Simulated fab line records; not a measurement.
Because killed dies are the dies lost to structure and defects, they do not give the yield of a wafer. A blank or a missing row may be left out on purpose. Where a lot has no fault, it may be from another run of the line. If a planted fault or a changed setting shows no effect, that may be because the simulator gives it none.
A lot that was struck, set against a sound lot -- flow nand harc -- 14 out of 1159 route steps
Sound: the wafers L145.1, L145.5, L145.6. Struck: wafer L164.6 (left out: L164.2, L164.4 of the same lot, which were not struck); the cause appears at the end.
Each step with rows lists, per side, the tool, then ch with its chambers, then its first start. Under that, the readings that differ: sound wafers -- struck wafers -- difference of the means -- sigmas: that difference in standard deviations of wafers without a fault.
alike: same words and numbers on both sides, and readings whose means sit less than 2 such deviations apart. not compared: any withheld reading, any reading some wafer has no value for, any bound like >300 that may hide the same value, and any number with overlapping values for which the record gives no deviation.
A row with sigmas, a row that says differs or no value, or rows on one side alone: a step with any of these is where the two part. When numbers do not overlap yet have no deviation, they are printed without sigmas and do not part them. A reading that every wafer of one side lacks parts them only if that side has two wafers or more.

NHARC_A_SOURCE_PLATE_THK_MEAS_09: measures by ellipsometry.
  sound: film metro-01 at day 7 05:26; struck: film metro-01 at day 11 20:53
reading,sound,struck,difference,sigmas
thk nm (nm),10.6 9.3 9.4,12.2,+2.4,+3
then, 3 steps without rows for these wafers: NHARC_A_SOURCE_PLATE_PVD_04 (deposits WSi2, target thk 50 nm); NHARC_A_SOURCE_PLATE_CVD_03 (deposits poly-Si, target thk 200 nm, time 4000 s); NHARC_A_SOURCE_PLATE_ANNEAL_05 (time 1800 s).
NHARC_A_SOURCE_PLATE_THK_MEAS_06: measures by ellipsometry.
  sound: film metro-02 at day 7 19:08; struck: film metro-02 at day 12 09:43
  alike: thk nm
NHARC_A_SOURCE_PLATE_INSPECT_08:
  sound: defect inspect-01 at day 7 19:13; struck: defect inspect-02 at day 12 09:47
  alike: raw defect count
after that, 1 step with no rows for these wafers: NHARC_A_ONON_D1_DEP_00 (target thk 1000 nm).
NHARC_A_ONON_D1_THK_MEAS_02: measures by ellipsometry.
  sound: film metro-01 at day 7 19:47; struck: film metro-01 at day 12 10:22
  alike: thk nm
after that, 1 step with no rows for these wafers: NHARC_A_ONON_D1_DEP_03 (target thk 1000 nm).
NHARC_A_ONON_D1_THK_MEAS_05: measures by ellipsometry.
  sound: film metro-01 at day 7 20:21; struck: film metro-01 at day 12 10:56
  alike: thk nm
NHARC_A_ONON_D1_DEP_06: target thk 1000 nm.
  sound on pecvd onon-02 ch 0, day 7 20:24; struck on pecvd onon-04 ch 0, day 12 11:02
NHARC_A_ONON_D1_THK_MEAS_08: measures by ellipsometry.
  sound: film metro-02 at day 7 20:55; struck: film metro-02 at day 12 11:29
reading,sound,struck,difference,sigmas
thk nm (nm),1012 1011 1013,409,-603,-63
after that, 1 step with no rows for these wafers: NHARC_A_ONON_D1_DEP_09 (target thk 1000 nm).
-- break in the record here, with 12 days between the starts of the struck wafers on either side (left off in module A_ONON_D1, picked up again in module END, where the first step shown is number 1159 on the route) --
NHARC_END_SORT_01:
  the record has rows for the struck wafers here (prober-01 ch 0, day 24 02:18) and none for the sound ones

WHERE THEY PART
At NHARC_A_SOURCE_PLATE_THK_MEAS_09 first; at NHARC_END_SORT_01 last (within this record only).

WHY: what had been put in by the simulator
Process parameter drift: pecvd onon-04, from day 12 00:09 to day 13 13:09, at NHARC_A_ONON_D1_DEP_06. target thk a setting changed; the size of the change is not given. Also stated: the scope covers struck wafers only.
